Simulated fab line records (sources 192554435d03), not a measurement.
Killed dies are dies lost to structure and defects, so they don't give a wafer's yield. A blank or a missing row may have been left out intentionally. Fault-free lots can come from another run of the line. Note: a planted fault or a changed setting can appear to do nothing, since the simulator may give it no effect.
Which of the tools did it? :: flow n5Finfet :: Sampling: 9 lots, 26 wafers, 7 of 1938 route steps

## WHAT EACH GAUGE READ, for each wafer
N5_BEOL_M4_RC_MEAS_101. Usual: DIBL_N 36.2 mV/V, standard deviation 1.5; DIBL_P 36.4 mV/V, standard deviation 2.1; IOFF_N 0.16 nA/um, standard deviation 0.031; IOFF_P 0.21 nA/um, standard deviation 0.037; ION_N 679 uA/um, standard deviation 11; ION_P 465 uA/um, standard deviation 7.7; SS_N 71.4 mV/dec, standard deviation 0.55; SS_P 73.2 mV/dec, standard deviation 0.63; VT_N 249 mV, standard deviation 3.3; VT_P -250 mV, standard deviation 3.4.
lot: L995
measured: day 8 15:56
on: prober-02
DIBL_N (mV/V): 35.4 35.4 35.0
DIBL_P (mV/V): 37.8 38.0 38.6
IOFF_N (nA/um): 0.16 0.16 0.16
IOFF_P (nA/um): 0.21 0.22 0.22
ION_N (uA/um): 684 673 680
ION_P (uA/um): 464 463 469
SS_N (mV/dec): 71.1 71.4 71.7
SS_P (mV/dec): 73.1 74.1 72.9
VT_N (mV): 250 252 246
VT_P (mV): -249 -249 -248
flag: 

lot: L997
measured: day 9 02:43
on: prober-02
DIBL_N (mV/V): 35.6 37.4 39.1
DIBL_P (mV/V): 35.6 38.3 40.9
IOFF_N (nA/um): 0.13 0.18 0.22
IOFF_P (nA/um): 0.17 0.21 0.25
ION_N (uA/um): 668 698 689
ION_P (uA/um): 453 470 470
SS_N (mV/dec): 70.7 71.8 71.8
SS_P (mV/dec): 74.0 73.4 74.5
VT_N (mV): 255 249 247
VT_P (mV): -256 -251 -250
flag: 

lot: L998
measured: day 10 08:14
on: prober-01
DIBL_N (mV/V): 38.4 35.3 35.4
DIBL_P (mV/V): 37.2 34.7 34.4
IOFF_N (nA/um): 0.20 0.15 0.15
IOFF_P (nA/um): 0.26 0.22 0.21
ION_N (uA/um): 697 689 678
ION_P (uA/um): 470 473 468
SS_N (mV/dec): 71.9 71.2 72.0
SS_P (mV/dec): 73.5 73.2 72.7
VT_N (mV): 246 249 250
VT_P (mV): -244 -248 -249
flag: 

lot: L999
measured: day 10 08:27
on: prober-02
DIBL_N (mV/V): 36.1 37.5 34.2
DIBL_P (mV/V): 37.4 40.0 36.7
IOFF_N (nA/um): 0.15 0.18 0.13
IOFF_P (nA/um): 0.18 0.22 0.17
ION_N (uA/um): 668 683 663
ION_P (uA/um): 453 461 454
SS_N (mV/dec): 72.2 72.6 71.3
SS_P (mV/dec): 73.5 73.6 73.4
VT_N (mV): 252 249 255
VT_P (mV): -254 -251 -255
flag: 

lot: L100
measured: day 10 09:13
on: prober-01
DIBL_N (mV/V): 36.1 34.5 35.3
DIBL_P (mV/V): 35.9 33.3 34.8
IOFF_N (nA/um): 0.14 0.12 0.13
IOFF_P (nA/um): 0.20 0.17 0.19
ION_N (uA/um): 680 670 670
ION_P (uA/um): 464 462 464
SS_N (mV/dec): 71.7 70.9 72.1
SS_P (mV/dec): 72.7 72.8 73.1
VT_N (mV): 251 253 254
VT_P (mV): -251 -254 -253
flag: 

lot: L102
measured: day 10 13:52
on: prober-01
DIBL_N (mV/V): 37.5 34.5 36.5
DIBL_P (mV/V): 36.4 34.1 36.2
IOFF_N (nA/um): 0.21 0.14 0.20
IOFF_P (nA/um): 0.26 0.22 0.26
ION_N (uA/um): 681 682 690
ION_P (uA/um): 471 476 472
SS_N (mV/dec): 71.8 70.7 71.4
SS_P (mV/dec): 72.5 72.7 72.7
VT_N (mV): 244 248 245
VT_P (mV): -246 -246 -246
flag: 

lot: L107
measured: day 11 18:20
on: prober-02
DIBL_N (mV/V): 33.9 36.5 36.3
DIBL_P (mV/V): 34.1 37.3 37.6
IOFF_N (nA/um): 0.14 0.19 0.19
IOFF_P (nA/um): 0.18 0.24 0.24
ION_N (uA/um): 675 692 685
ION_P (uA/um): 463 475 469
SS_N (mV/dec): 71.0 72.0 71.5
SS_P (mV/dec): 72.3 73.5 73.3
VT_N (mV): 250 244 245
VT_P (mV): -252 -247 -247
flag: 

lot: L112
measured: day 12 21:07
on: prober-01
DIBL_N (mV/V): 35.5 35.4
DIBL_P (mV/V): 35.1 33.6
IOFF_N (nA/um): 0.15 0.14
IOFF_P (nA/um): 0.22 0.20
ION_N (uA/um): 683 669
ION_P (uA/um): 473 465
SS_N (mV/dec): 71.0 71.5
SS_P (mV/dec): 74.0 72.4
VT_N (mV): 248 253
VT_P (mV): -249 -250
flag: 

lot: L115
measured: day 14 04:31
on: prober-02
DIBL_N (mV/V): 35.0 36.9 37.2
DIBL_P (mV/V): 35.3 36.5 36.8
IOFF_N (nA/um): 0.16 0.17 0.19
IOFF_P (nA/um): 0.21 0.21 0.22
ION_N (uA/um): 693 682 680
ION_P (uA/um): 463 467 465
SS_N (mV/dec): 70.4 72.3 71.8
SS_P (mV/dec): 73.5 74.0 74.4
VT_N (mV): 248 251 248
VT_P (mV): -250 -249 -250
flag: 

N5_BEOL_M9_INSPECT_13: inspects for defects (brightfield). Usual: rawDefectCount at 451, with a standard deviation of 98.
lot: L995
measured: day 10 06:40
on: defectInspect-02
rawDefectCount: 532 532 561
flag: 

lot: L997
measured: day 10 20:20
on: defectInspect-02
rawDefectCount: 424 365 395
flag: 

lot: L998
measured: day 12 04:12
on: defectInspect-02
rawDefectCount: 311 449 411
flag: 

lot: L999
measured: day 12 05:08
on: defectInspect-02
rawDefectCount: 404 388 378
flag: 

lot: L100
measured: day 12 06:22
on: defectInspect-01
rawDefectCount: 354 412 425
flag: 

lot: L102
measured: day 12 12:51
on: defectInspect-01
rawDefectCount: 318 363 414
flag: 

lot: L107
measured: day 13 12:39
on: defectInspect-01
rawDefectCount: 497 416 657
flag: 

lot: L112
measured: day 14 19:35
on: defectInspect-01
rawDefectCount: 399 472
flag: 

lot: L115
measured: day 16 03:10
on: defectInspect-01
rawDefectCount: 458 406 464
flag: 

N5_BEOL_M9_CD_MEAS_18: pitch 140 nm, target cd 70 nm. Usual: cdNm at 70.3 nm, with a standard deviation of 0.69.
lot: L995
measured: day 10 07:14
on: cdSem-02
cdNm (nm): 71.4 70.2 69.9
flag: 

lot: L997
measured: day 10 20:52
on: cdSem-01
cdNm (nm): 70.7 69.6 69.1
flag: 

lot: L998
measured: day 12 04:41
on: cdSem-02
cdNm (nm): 69.7 70.5 70.3
flag: 

lot: L999
measured: day 12 05:50
on: cdSem-02
cdNm (nm): 70.1 70.5 71.0
flag: 

lot: L100
measured: day 12 06:52
on: cdSem-03
cdNm (nm): 71.2 71.0 71.2
flag: 

lot: L102
measured: day 12 13:29
on: cdSem-01
cdNm (nm): 70.0 70.7 70.4
flag: 

lot: L107
measured: day 13 13:08
on: cdSem-03
cdNm (nm): 71.1 71.1 70.2
flag: 

lot: L112
measured: day 14 20:05
on: cdSem-02
cdNm (nm): 69.7 69.7
flag: 

lot: L115
measured: day 16 03:53
on: cdSem-01
cdNm (nm): 70.7 70.5 70.7
flag: 

N5_BEOL_M9_OCD_MEAS_38. Usual: trenchDepthNm at 150.7 nm, with a standard deviation of 2.5.
lot: L995
measured: day 10 08:19
on: ocd-01
trenchDepthNm (nm): 148.4 151.9 150.4
flag: 

lot: L997
measured: day 10 23:30
on: ocd-01
trenchDepthNm (nm): 147.1 151.2 147.5
flag: 

lot: L998
measured: day 12 05:34
on: ocd-01
trenchDepthNm (nm): 152.6 149.9 153.8
flag: 

lot: L999
measured: day 12 06:43
on: ocd-01
trenchDepthNm (nm): 151.2 152.4 148.7
flag: 

lot: L100
measured: day 12 07:55
on: ocd-01
trenchDepthNm (nm): 149.8 148.9 150.6
flag: 

lot: L102
measured: day 12 14:23
on: ocd-01
trenchDepthNm (nm): 149.5 153.7 152.3
flag: 

lot: L107
measured: day 13 14:55
on: ocd-02
trenchDepthNm (nm): 150.1 147.7 126.2
flag: OFF

lot: L112
measured: day 14 23:26
on: ocd-01
trenchDepthNm (nm): 150.1 147.4
flag: 

lot: L115
measured: day 16 06:13
on: ocd-02
trenchDepthNm (nm): 148.3 146.7 149.3
flag: 

## WHICH TOOL RAN EACH LOT (tool, then ch and the chambers of the sampled wafers, then the start)
lot: L995
N5_BEOL_M9_HM_DEP_02: pvdSputter-01, day 10 06:14
N5_BEOL_M9_ETCH_61: rieDiel-04 ch 0,3, day 10 06:44
N5_BEOL_M9_HM_OPEN_17: rieMetal-02 ch 1, day 10 06:58

lot: L997
N5_BEOL_M9_HM_DEP_02: pvdSputter-02, day 10 19:55
N5_BEOL_M9_ETCH_61: rieDiel-06 ch 0,2,3, day 10 20:26
N5_BEOL_M9_HM_OPEN_17: rieMetal-02 ch 0,1, day 10 20:41

lot: L998
N5_BEOL_M9_HM_DEP_02: pvdSputter-03, day 12 03:46
N5_BEOL_M9_ETCH_61: rieDiel-04 ch 0,1,2, day 12 04:16
N5_BEOL_M9_HM_OPEN_17: rieMetal-03 ch 0,1, day 12 04:32

lot: L999
N5_BEOL_M9_HM_DEP_02: pvdSputter-03, day 12 04:43
N5_BEOL_M9_ETCH_61: rieDiel-05 ch 0,2,3, day 12 05:25
N5_BEOL_M9_HM_OPEN_17: rieMetal-03 ch 1, day 12 05:39

lot: L100
N5_BEOL_M9_HM_DEP_02: pvdSputter-03, day 12 05:49
N5_BEOL_M9_ETCH_61: rieDiel-05 ch 0,1, day 12 06:26
N5_BEOL_M9_HM_OPEN_17: rieMetal-03 ch 0,1, day 12 06:41

lot: L102
N5_BEOL_M9_HM_DEP_02: pvdSputter-02, day 12 12:26
N5_BEOL_M9_ETCH_61: rieDiel-05 ch 1,2,3, day 12 13:04
N5_BEOL_M9_HM_OPEN_17: rieMetal-03 ch 0,1, day 12 13:19

lot: L107
N5_BEOL_M9_HM_DEP_02: pvdSputter-02, day 13 12:06
N5_BEOL_M9_ETCH_61: rieDiel-05 ch 0,2,3, day 13 12:43
N5_BEOL_M9_HM_OPEN_17: rieMetal-02 ch 0,1, day 13 12:58

lot: L112
N5_BEOL_M9_HM_DEP_02: pvdSputter-03, day 14 19:02
N5_BEOL_M9_ETCH_61: rieDiel-05 ch 0,1, day 14 19:39
N5_BEOL_M9_HM_OPEN_17: rieMetal-03 ch 0, day 14 19:53

lot: L115
N5_BEOL_M9_HM_DEP_02: pvdSputter-01, day 16 02:37
N5_BEOL_M9_ETCH_61: rieDiel-04 ch 0,1, day 16 03:28
N5_BEOL_M9_HM_OPEN_17: rieMetal-02 ch 0,1, day 16 03:43
- N5_BEOL_M9_HM_DEP_02: deposits TiN, target thk 20 nm.
- N5_BEOL_M9_ETCH_61: etches SiARC in CF4, target depth 39 nm, time 65 s.
- N5_BEOL_M9_HM_OPEN_17: chemistry Cl2/BCl3, target TiN, target depth 20 nm, overetch 6 nm.

## WHAT THE TOOLS THEMSELVES READ (means of the sampled wafers that have a number; where no wafer has one, the mark that the record gives instead)
N5_BEOL_M9_HM_DEP_02. Usual: throttleValvePct at 30.1 %, with a standard deviation of 0.84.
lot: L995
tool: pvdSputter-01
throttleValvePct (%): 29.3
flag: 

lot: L997
tool: pvdSputter-02
throttleValvePct (%): 30.4
flag: 

lot: L998
tool: pvdSputter-03
throttleValvePct (%): 29.9
flag: 

lot: L999
tool: pvdSputter-03
throttleValvePct (%): 29.6
flag: 

lot: L100
tool: pvdSputter-03
throttleValvePct (%): 29.6
flag: 

lot: L102
tool: pvdSputter-02
throttleValvePct (%): 30.9
flag: 

lot: L107
tool: pvdSputter-02
throttleValvePct (%): 30.0
flag: 

lot: L112
tool: pvdSputter-03
throttleValvePct (%): 29.9
flag: 

lot: L115
tool: pvdSputter-01
throttleValvePct (%): 29.7
flag: 

N5_BEOL_M9_ETCH_61. Usual: drypumpMotorCurrentA 5.6 A, standard deviation 0.42; etchRfOnTimeS 65.3 s, standard deviation 1.3; oesProductAu 0.66 a.u., standard deviation 0.07; rfVppV 184.0 V, standard deviation 1.3; showerheadPlenumPTorr 2.14 Torr, standard deviation 0.085; throttleValvePct 15.72 %, standard deviation 0.25.
lot: L995
tool: rieDiel-04
drypumpMotorCurrentA (A): 6.2
etchRfOnTimeS (s): 64.5
oesProductAu (a.u.): 0.67
rfVppV (V): 185.2
showerheadPlenumPTorr (Torr): 2.19
throttleValvePct (%): 15.89
flag: 

lot: L997
tool: rieDiel-06
drypumpMotorCurrentA (A): 5.8
etchRfOnTimeS (s): 65.1
oesProductAu (a.u.): 0.73
rfVppV (V): 184.8
showerheadPlenumPTorr (Torr): 2.25
throttleValvePct (%): 15.54
flag: 

lot: L998
tool: rieDiel-04
drypumpMotorCurrentA (A): 6.0
etchRfOnTimeS (s): 65.0
oesProductAu (a.u.): 0.63
rfVppV (V): 183.9
showerheadPlenumPTorr (Torr): 2.13
throttleValvePct (%): 15.84
flag: 

lot: L999
tool: rieDiel-05
drypumpMotorCurrentA (A): 5.3
etchRfOnTimeS (s): 65.6
oesProductAu (a.u.): 0.66
rfVppV (V): 182.9
showerheadPlenumPTorr (Torr): 2.09
throttleValvePct (%): 15.73
flag: 

lot: L100
tool: rieDiel-05
drypumpMotorCurrentA (A): 5.6
etchRfOnTimeS (s): 66.1
oesProductAu (a.u.): 0.67
rfVppV (V): 183.4
showerheadPlenumPTorr (Torr): 2.06
throttleValvePct (%): 15.63
flag: 

lot: L102
tool: rieDiel-05
drypumpMotorCurrentA (A): 5.1
etchRfOnTimeS (s): 66.3
oesProductAu (a.u.): 0.61
rfVppV (V): 182.8
showerheadPlenumPTorr (Torr): 2.08
throttleValvePct (%): 15.83
flag: 

lot: L107
tool: rieDiel-05
drypumpMotorCurrentA (A): 5.3
etchRfOnTimeS (s): 66.2
oesProductAu (a.u.): 0.65
rfVppV (V): 183.2
showerheadPlenumPTorr (Torr): 2.08
throttleValvePct (%): 15.76
flag: 

lot: L112
tool: rieDiel-05
drypumpMotorCurrentA (A): 5.7
etchRfOnTimeS (s): 66.0
oesProductAu (a.u.): 0.67
rfVppV (V): 182.9
showerheadPlenumPTorr (Torr): 2.05
throttleValvePct (%): 15.62
flag: 

lot: L115
tool: rieDiel-04
drypumpMotorCurrentA (A): 6.1
etchRfOnTimeS (s): 64.6
oesProductAu (a.u.): 0.76
rfVppV (V): 183.9
showerheadPlenumPTorr (Torr): 2.18
throttleValvePct (%): 15.52
flag: 

N5_BEOL_M9_HM_OPEN_17. Usual: drypumpMotorCurrentA 6.1 A, standard deviation 0.47; oesProductAu 0.67 a.u., standard deviation 0.064; throttleValvePct 22.23 %, standard deviation 0.21.
lot: L995
tool: rieMetal-02
drypumpMotorCurrentA (A): 6.1
oesProductAu (a.u.): 0.65
throttleValvePct (%): 21.98
flag: 

lot: L997
tool: rieMetal-02
drypumpMotorCurrentA (A): 6.1
oesProductAu (a.u.): 0.72
throttleValvePct (%): 22.05
flag: 

lot: L998
tool: rieMetal-03
drypumpMotorCurrentA (A): 6.1
oesProductAu (a.u.): 0.68
throttleValvePct (%): 22.42
flag: 

lot: L999
tool: rieMetal-03
drypumpMotorCurrentA (A): 6.7
oesProductAu (a.u.): 0.68
throttleValvePct (%): 22.21
flag: 

lot: L100
tool: rieMetal-03
drypumpMotorCurrentA (A): 6.4
oesProductAu (a.u.): 0.68
throttleValvePct (%): 22.32
flag: 

lot: L102
tool: rieMetal-03
drypumpMotorCurrentA (A): 6.1
oesProductAu (a.u.): 0.67
throttleValvePct (%): 22.44
flag: 

lot: L107
tool: rieMetal-02
drypumpMotorCurrentA (A): 6.0
oesProductAu (a.u.): 0.78
throttleValvePct (%): 22.05
flag: 

lot: L112
tool: rieMetal-03
drypumpMotorCurrentA (A): 5.8
oesProductAu (a.u.): 0.66
throttleValvePct (%): 22.55
flag: 

lot: L115
tool: rieMetal-02
drypumpMotorCurrentA (A): 6.1
oesProductAu (a.u.): 0.67
throttleValvePct (%): 22.06
flag: 

## THE ANSWER, worked out from the rows above alone
Rule: a lot counts as off when the mean over its wafers that have a number is more than 3 standard deviations away from the usual mean. A lot without any number at a reading at which 4 lots or more have one is off too. Where the step has rows for the other lots, those lots are counted as sound. The gauges are gone through in route order, then the tools' own readings, and for those a lot's mean is taken as printed above. At the first step where some lot is off, the reading lying furthest off is the one used; lots without a number count as furthest.
Off: L107 (N5_BEOL_M9_OCD_MEAS_38, trenchDepthNm).
A tool fits if, at a process step before that reading, it ran every lot that is off, and no sound lot after the first of them. Gauges at N5_BEOL_M9_OCD_MEAS_38: tried the same way as those tools. One fits: pvdSputter-02 at N5_BEOL_M9_HM_DEP_02. Its last sound lot is L102 (day 12 12:26), its first lot that is off L107 (day 13 12:06): a fault that began between those two fits.

## WHAT HAD BEEN PUT IN BY THE SIMULATOR
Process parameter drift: pvdSputter-02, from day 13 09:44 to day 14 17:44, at N5_BEOL_M9_HM_DEP_02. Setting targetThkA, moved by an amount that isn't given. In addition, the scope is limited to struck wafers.
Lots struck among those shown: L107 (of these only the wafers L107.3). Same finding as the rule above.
